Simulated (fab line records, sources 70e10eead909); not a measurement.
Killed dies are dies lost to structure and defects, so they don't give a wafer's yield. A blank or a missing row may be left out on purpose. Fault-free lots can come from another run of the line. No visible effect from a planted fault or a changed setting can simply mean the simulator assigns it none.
fab line records | flow nandHarc
record: lots: 13 wafers: 39 lastDay: 32
route steps=1302 shown P_M0@275 THIN_TSV@1268 END@1302
lots that met no fault: from a run of the same line without faults
startH: hours from the record's first day to the start of the lot's first wafer shown | waitH: how many hours have passed since the lot's step before this one | " same as the row above | L1.1+2: one row covering several wafers at once | - value missing, or start not given | * or withheld: withheld | < > ~ a bound
route shown NAME@n: NAME is a module with steps in the file, n the number in the route of the first one | usual: the fault-free wafers' mean and standard deviation | same: alike in all rows | chamber/n: place in a boat | sites: each site's reading | _std_site: the values' standard deviation | _edge_site: inner sites' mean taken away from outer sites' mean | radiusMm: for every site, how far away it sits from the centre of the wafer | mask NAME#n: copy n | behind: tool/chamber where the wafer was last shaped | hold: why the lot went on hold/how many hours it stayed there/how the hold came to an end | device: the transistor (n, p or np) that didn't switch | end of line: at the end of the route, the tests of the same wafers | a step with no rows: only its recipe | killed: at the first sort, the dies lost to defects and structure; wafer yield is something else | map: dies across one wafer; x = killed, . = not, _ = none there
set.NAME: the setting the step ran with; set.NAME@STEP: the setting that earlier step ran with | model.NAME: the simulator's own value behind a step, which no gauge read
route steps across a sampled set of lots; one table per step, one row per wafer
services: from which hour (startH, from the record's first day; less than 0 if before it) a tool's chamber was out of use, for how many hours, and why
== steps ==
step: NHARC_P_M0_PVD_21
recipe: targetThkA: 300 chamberPressurePa: 5 powerW: 5000 substrateTempC: 30 timeS: 20.49 material: Cu
usual: chamberPressurePa: 4.999/0.011 substrateTempC: 30.02/0.11 throttleValvePct: 30.2/1.3
same: timeS: 20.49
columns lot.wafer tool chamber startH waitH chamberPressurePa substrateTempC throttleValvePct
L483.4 pvdSputter-03 - 131.77 - 4.995 29.98 29.3
L483.3 " - " " 5.006 30.12 30.7
L483.5 " - " " 5.013 29.99 29.5
L484.2 pvdSputter-01 - 150.07 - 4.990 30.09 32.4
L484.3 " - " " 5.006 30.03 29.8
L484.6 " - " " 4.983 30.06 33.0
L485.2 pvdSputter-03 - 159.25 - 4.985 30.08 29.6
L485.4 " - " " 5.014 29.91 30.8
L485.5 " - " " 5.001 29.99 29.7
L492.3 pvdSputter-03 - 228.99 - 4.984 30.00 28.4
L492.1 " - " " 4.995 30.13 30.7
L492.5 " - " " 5.000 29.89 28.4
L495.3 pvdSputter-02 - 264.61 - 5.009 30.03 29.7
L495.4 " - " " 5.007 30.19 31.2
L495.6 " - " " 4.996 30.10 29.7
L496.2 pvdSputter-01 - 265.36 - 4.994 29.90 30.3
L496.1 " - " " 4.997 30.14 32.4
L496.6 " - " " 5.003 29.99 28.3
L497.1 pvdSputter-02 - 279.20 - 5.006 29.76 31.4
L497.4 " - " " 5.012 30.02 29.5
L497.3 " - " " 4.994 30.11 31.4
L498.3 pvdSputter-01 - 279.21 - 4.988 30.07 28.3
L498.5 " - " " 5.001 29.88 28.2
L498.6 " - " " 4.989 30.01 31.2
L500.3 pvdSputter-02 - 306.50 - 4.997 29.86 31.3
L500.2 " - " " 5.009 29.88 31.7
L500.6 " - " " 4.989 29.85 31.2
L501.2 pvdSputter-03 - 307.87 - 5.020 29.96 30.6
L501.5 " - " " 4.992 30.18 28.3
L501.6 " - " " 5.000 30.00 30.4
L502.3 pvdSputter-02 - 320.88 - 5.001 29.87 31.2
L502.4 " - " " 5.014 30.15 30.0
L502.6 " - " " 5.001 29.99 31.4
L503.4 pvdSputter-03 - 326.66 - 5.007 30.03 28.3
L503.2 " - " " 5.009 29.89 28.7
L503.6 " - " " 4.988 30.04 30.3
L504.3 pvdSputter-02 - 343.42 - 4.991 29.98 29.0
L504.4 " - " " 5.000 30.13 30.0
L504.6 " - " " 4.995 30.01 28.7
step: NHARC_THIN_TSV_ETCHBACK_48
recipe: targetDepthA: 10285 overEtchFrac: 0.3 timeS: 405.17 ionEnergyEv: 250 c4f8FlowSccm: withheld arFlowSccm: withheld rfW: 600 biasW: 300 chemistry: C4F8/Ar
usual: biasW: 299.9/1 oesProductAu: 0.938/0.025 rfVppV: 546.2/2.6
columns lot.wafer tool chamber startH waitH biasW oesProductAu rfHoursCounterH rfVppV
L483.4 rieDiel-11 2 570.99 - 299.3 0.926 5.2 545.6
L483.3 " 0 " " 298.3 0.927 4.6 548.0
L483.5 " 2 " " 298.4 0.931 - 546.2
L485.2 rieDiel-07 1 572.24 - 299.3 0.923 5.1 547.0
L485.4 " 2 " " 301.6 0.922 4.8 544.6
L485.5 " 0 " " 300.0 0.923 - 552.9
L484.3 rieDiel-11 3 573.43 - 300.3 0.919 4.3 547.8
L484.2 " 1 " " 301.1 0.932 5.7 542.9
L484.6 " 3 " " 301.6 0.922 - 549.5
L492.3 rieDiel-11 2 653.49 - 297.3 0.923 2.1 543.8
L492.1 " 0 " " 298.3 0.933 2.3 547.1
L492.5 " 0 " " 297.9 0.925 - 547.8
L496.1 rieDiel-07 1 690.57 - 299.1 0.982 1.3 546.0
L496.2 " 0 " " 298.4 0.994 1.4 552.2
L496.6 " 1 " " 300.8 0.976 - 546.6
L495.4 rieDiel-02 2 691.76 - 299.5 0.929 8.2 542.3
L495.3 " 3 " " 300.5 0.928 6.6 546.1
L495.6 " 3 " " 300.0 0.926 - 547.3
L498.3 rieDiel-02 0 695.09 - 298.1 1.011 8.1 543.7
L498.6 " 1 " " 300.5 1.000 - 547.1
L498.5 " 2 " " 299.5 1.001 - 541.3
L497.1 rieDiel-02 1 696.32 - 301.2 0.923 8.8 547.9
L497.4 " 3 " " 301.5 0.926 7.3 548.0
L497.3 " 0 " " 301.3 0.938 8.2 544.9
L501.2 rieDiel-02 0 720.50 - 300.6 0.931 10.3 543.6
L501.6 " 0 " " 300.5 0.931 - 544.8
L501.5 " 1 " " 300.0 0.920 - 547.6
L500.3 rieDiel-02 1 729.17 - 299.4 0.925 11.6 547.7
L500.2 " 2 " " 298.5 0.923 11.7 542.3
L500.6 " 3 " " 300.2 0.921 - 547.2
L502.3 rieDiel-11 2 752.04 - 300.3 0.914 7.5 543.3
L502.6 " 1 " " 300.8 0.923 - 544.5
L502.4 " 3 " " 300.4 0.917 - 549.1
L503.2 rieDiel-02 1 763.20 - 301.5 0.993 0.6 548.3
L503.4 " 3 " " 300.4 0.984 1.0 546.1
L503.6 " 2 " " 300.5 0.998 - 543.0
L504.3 rieDiel-11 3 764.33 - 298.1 0.922 7.3 548.8
L504.4 " 3 " " 299.7 0.925 - 547.8
L504.6 " 1 " " 300.3 0.936 - 544.6
step: NHARC_THIN_TSV_PVD_19
recipe: targetThkA: 200 chamberPressurePa: 5 material: TaN
usual: chamberPressurePa: 5.000/0.01 throttleValvePct: 30.3/1.3
columns lot.wafer tool chamber startH waitH chamberPressurePa throttleValvePct
L483.3 pvdSputter-03 - - - 4.985 30.7
L483.4 " - " " 5.005 28.0
L483.5 " - " " 4.996 30.5
L485.4 pvdSputter-03 - - - 4.993 28.3
L485.2 " - " " 5.005 28.9
L485.5 " - " " 4.978 29.7
L484.3 pvdSputter-01 - - - 4.988 32.5
L484.2 " - " " 5.001 30.9
L484.6 " - " " 4.994 32.5
L492.3 pvdSputter-03 - - - 5.000 29.0
L492.1 " - " " 4.997 30.6
L492.5 " - " " 4.996 29.1
L496.2 pvdSputter-01 - - - 5.008 31.1
L496.1 " - " " 4.990 32.6
L496.6 " - " " 5.008 29.0
L495.3 pvdSputter-02 - - - 4.999 31.4
L495.4 " - " " 4.987 28.7
L495.6 " - " " 4.995 31.7
L498.3 pvdSputter-02 - - - 5.015 31.8
L498.5 " - " " 4.995 28.6
L498.6 " - " " 5.012 31.6
L497.3 pvdSputter-02 - - - 4.981 29.9
L497.1 " - " " 5.010 31.7
L497.4 " - " " 4.997 31.8
L501.2 pvdSputter-01 - - - 4.987 31.2
L501.5 " - " " 4.994 31.3
L501.6 " - " " 4.999 32.8
L500.3 pvdSputter-02 - - - 5.008 28.4
L500.2 " - " " 4.991 30.3
L500.6 " - " " 5.008 28.5
L502.3 pvdSputter-03 - - - 5.003 28.6
L502.4 " - " " 4.986 31.0
L502.6 " - " " 5.009 29.9
L503.2 pvdSputter-03 - - - 5.000 28.8
L503.4 " - " " 4.996 31.0
L503.6 " - " " 4.994 28.7
L504.3 pvdSputter-03 - - - 5.002 30.8
L504.4 " - " " 5.012 28.8
L504.6 " - " " 5.013 29.7
step: NHARC_THIN_TSV_CD_MEAS_33
recipe: targetCdNm: 5000 landingEnergyEv: 500
usual: cdNm: 5000.4/1.3
columns lot.wafer tool chamber startH waitH cdNm
L483.3 cdSem-02 0 574.66 - 5000.5
L483.4 " 0 " " 5000.6
L483.5 " 0 " " 4999.1
L485.2 cdSem-01 0 575.72 - 5000.1
L485.4 " 0 " " 5001.6
L485.5 " 0 " " 5001.7
L484.2 cdSem-03 0 576.96 - 5000.2
L484.3 " 0 " " 5000.8
L484.6 " 0 " " 5000.6
L492.1 cdSem-03 0 657.07 - 5000.5
L492.3 " 0 " " 5002.1
L492.5 " 0 " " 5000.8
L496.1 cdSem-01 0 694.26 - 5000.8
L496.2 " 0 " " 4999.8
L496.6 " 0 " " 5001.0
L495.3 cdSem-02 0 695.44 - 4999.6
L495.4 " 0 " " 4997.4
L495.6 " 0 " " 4997.9
L498.3 cdSem-02 0 698.64 - 5000.2
L498.5 " 0 " " 5000.0
L498.6 " 0 " " 4999.2
L497.1 cdSem-03 0 699.86 - 4998.8
L497.3 " 0 " " 5000.5
L497.4 " 0 " " 5001.2
L501.2 cdSem-02 0 724.27 - 5002.6
L501.5 " 0 " " 5001.7
L501.6 " 0 " " 5001.1
L500.2 cdSem-01 0 732.62 - 5001.9
L500.3 " 0 " " 5002.8
L500.6 " 0 " " 5003.1
L502.3 cdSem-02 0 755.76 - 4998.1
L502.4 " 0 " " 4998.1
L502.6 " 0 " " 5000.5
L503.2 cdSem-02 0 766.85 - 5000.6
L503.4 " 0 " " 5001.8
L503.6 " 0 " " 5000.4
L504.3 cdSem-02 0 768.25 - 5000.5
L504.4 " 0 " " 5002.0
L504.6 " 0 " " 4998.3
step: NHARC_END_SORT_01
recipe: tempC: 25
usual: defectLimitedYield: 91/3.4 killedAtArray: 57/24 killedAtOther: 0.7/0.94 killedAtPeriphery: 3.8/2.5 killedDies: 62/23 killedOpen: 3.1/1.8 killedShort: 2.5/1.6
same: grossDies: 677
columns lot.wafer tool chamber startH waitH defectLimitedYield[%] killedAtArray killedAtOther killedAtPeriphery killedDies killedOpen killedShort
L492.1 prober-01 0 673.14 2.5 90 65 0 3 68 4 1
L492.3 prober-01 0 674.72 3.1 90 64 0 3 67 6 3
L492.5 prober-01 0 676.31 3.7 80 67 0 68 135 0 0
L497.1 prober-02 0 712.37 2.5 93 42 0 5 47 2 4
L497.3 prober-02 0 713.99 3.1 95 33 1 1 35 2 3
L497.4 prober-02 0 714.80 3.4 93 32 1 14 47 1 3
L498.3 prober-01 0 713.93 3.1 90 66 0 1 67 4 3
L498.5 prober-01 0 715.51 3.7 90 62 0 3 65 5 3
L498.6 prober-01 0 716.31 4.0 92 54 0 0 54 1 1
L504.3 prober-01 0 777.46 3.1 94 39 0 3 42 1 2
L504.4 prober-01 0 778.27 3.4 93 48 0 1 49 4 3
L504.6 prober-01 0 779.89 4.0 92 49 1 1 51 1 2
killed by level:class
L492.1 A_CHANNEL_HOLE_D1:chamberFilmFlake=34 A_CHANNEL_HOLE_D2:chamberFilmFlake=20 A_CONTACT:chamberFilmFlake=5 A_ONON_D2:geometricParticle:open=2 P_GATE:geometricParticle:open=1 A_CHANNEL_FILL_D2:geometricParticle:short=1 A_WL_FILL:geometricParticle:open=1 P_STI:chamberFilmFlake=1
L492.3 A_CHANNEL_HOLE_D1:chamberFilmFlake=33 A_CHANNEL_HOLE_D2:chamberFilmFlake=14 A_CONTACT:chamberFilmFlake=4 A_ONON_D1:geometricParticle:open=2 A_ONON_D2:geometricParticle:short=2 P_GATE:chamberFilmFlake=2 A_CHANNEL_FILL_D2:chamberFilmFlake=2 P_CONTACT:geometricParticle:open=1
L492.5 P_M0:unspecified=68 A_CHANNEL_HOLE_D1:chamberFilmFlake=35 A_CHANNEL_HOLE_D2:chamberFilmFlake=21 A_SLIT:chamberFilmFlake=4 A_CONTACT:chamberFilmFlake=4 A_STAIRCASE:chamberFilmFlake=2 A_ZERO_WELL:chamberFilmFlake=1
L497.1 A_CHANNEL_HOLE_D1:chamberFilmFlake=15 A_SLIT:chamberFilmFlake=9 A_CONTACT:chamberFilmFlake=7 P_GATE:chamberFilmFlake=4 A_CHANNEL_FILL_D1:geometricParticle:short=2 A_SGD_CUT:chamberFilmFlake=2 A_ONON_D1:geometricParticle:short=1 A_CHANNEL_FILL_D1:geometricParticle:open=1
L498.3 A_SLIT:chamberFilmFlake=24 A_CHANNEL_HOLE_D2:chamberFilmFlake=17 A_CHANNEL_HOLE_D1:chamberFilmFlake=8 A_STAIRCASE:chamberFilmFlake=6 A_CONTACT:chamberFilmFlake=4 P_M0:geometricParticle:open=1 A_ONON_D1:geometricParticle:short=1 A_ONON_D1:geometricParticle:open=1
L497.3 A_CHANNEL_HOLE_D1:chamberFilmFlake=10 A_CONTACT:chamberFilmFlake=7 A_SLIT:chamberFilmFlake=5 A_WL_FILL:chamberFilmFlake=4 A_STAIRCASE:chamberFilmFlake=2 A_ONON_D1:geometricParticle:short=1 A_CHANNEL_FILL_D1:geometricParticle:short=1 A_ONON_D2:geometricParticle:short=1
L497.4 A_CHANNEL_HOLE_D1:chamberFilmFlake=11 A_CONTACT:chamberFilmFlake=8 P_GATE:chamberFilmFlake=7 P_ZERO_WELL:chamberFilmFlake=5 A_STAIRCASE:chamberFilmFlake=5 A_SLIT:chamberFilmFlake=4 P_STI:geometricParticle:short=1 P_CONTACT:geometricParticle:open=1
L498.5 A_SLIT:chamberFilmFlake=25 A_CHANNEL_HOLE_D2:chamberFilmFlake=18 A_CHANNEL_HOLE_D1:chamberFilmFlake=7 A_CONTACT:chamberFilmFlake=5 P_CONTACT:geometricParticle:open=2 A_STAIRCASE:chamberFilmFlake=2 P_M1:geometricParticle:open=1 A_SOURCE_PLATE:geometricParticle:open=1
L498.6 A_SLIT:chamberFilmFlake=25 A_CHANNEL_HOLE_D2:chamberFilmFlake=13 A_CHANNEL_HOLE_D1:chamberFilmFlake=11 A_CHANNEL_FILL_D1:geometricParticle:open=1 A_ONON_D2:geometricParticle:short=1 A_ZERO_WELL:chamberFilmFlake=1 A_CONTACT:chamberFilmFlake=1 A_BLC:chamberFilmFlake=1
L504.3 A_SLIT:chamberFilmFlake=30 P_STI:chamberFilmFlake=3 A_CHANNEL_FILL_D2:chamberFilmFlake=3 A_WL_FILL:geometricParticle:short=2 A_CONTACT:chamberFilmFlake=2 A_CHANNEL_FILL_D1:geometricParticle:open=1 A_DECK1_JOINT:chamberFilmFlake=1
L504.4 A_SLIT:chamberFilmFlake=30 A_CHANNEL_FILL_D2:chamberFilmFlake=3 A_DECK1_JOINT:chamberFilmFlake=2 A_CHANNEL_HOLE_D2:chamberFilmFlake=2 A_CONTACT:chamberFilmFlake=2 P_M0:geometricParticle:open=1 A_SOURCE_PLATE:geometricParticle:open=1 A_CHANNEL_HOLE_D1:geometricParticle:short=1
L504.6 A_SLIT:chamberFilmFlake=40 A_DECK1_JOINT:chamberFilmFlake=2 A_CHANNEL_FILL_D2:chamberFilmFlake=2 P_CONTACT:geometricParticle:open=1 A_CHANNEL_HOLE_D1:geometricParticle:short=1 A_WL_FILL:geometricParticle:short=1 A_CHANNEL_FILL_D1:chamberFilmFlake=1 A_STAIRCASE:chamberFilmFlake=1
== services ==
columns tool chamber startH hours kind
pvdSputter-02 - 139.26 1.1 repair
pvdSputter-03 - 170.00 10.0 pm
pvdSputter-01 - 177.38 0.7 repair
rieDiel-02 1 182.63 2.4 repair
rieDiel-02 - 216.70 9.0 pm
pvdSputter-01 - 220.11 1.6 repair
pvdSputter-01 - 226.28 10.0 pm
pvdSputter-03 - 253.72 1.8 repair
pvdSputter-03 - 279.48 3.6 repair
pvdSputter-02 - 282.02 10.0 pm
pvdSputter-03 - 293.84 1.8 repair
pvdSputter-03 - 348.00 10.0 pm
pvdSputter-03 - 408.51 0.6 repair
pvdSputter-02 - 460.02 10.0 pm
pvdSputter-02 - 510.99 2.9 repair
pvdSputter-03 - 526.00 10.0 pm
pvdSputter-02 - 550.72 7.4 repair
pvdSputter-03 - 600.04 2.2 repair
pvdSputter-03 - 618.08 0.6 repair
pvdSputter-02 - 638.02 10.0 pm
pvdSputter-02 - 652.07 4.9 repair
pvdSputter-03 - 691.09 7.9 repair
pvdSputter-03 - 704.00 10.0 pm
pvdSputter-02 - 758.18 12.5 repair
== key ==
firstSign: step: NHARC_END_SORT_01 reading: killedAtPeriphery direction: up sigmas: 26 usual: 3.8 struck: 68
effect: step: NHARC_END_SORT_01 reading: killedDies direction: up sigmas: 3.1 usual: 62 struck: 135
moreKillsBornAt: NHARC_P_M0_PVD_21@pvdSputter-03: 68
metAt NHARC_P_M0_PVD_21
struckLots L492
struckWafers L492.5
notActingAt NHARC_THIN_TSV_ETCHBACK_48,NHARC_THIN_TSV_PVD_19,NHARC_THIN_TSV_CD_MEAS_33
fault: kind: chamberParticleSource tool: pvdSputter-03 chamber: - onsetH: 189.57 steps: NHARC_P_M0_PVD_21 ratePerVisitCm2: 0.46908 endH: 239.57 scope: struckWafersOnly
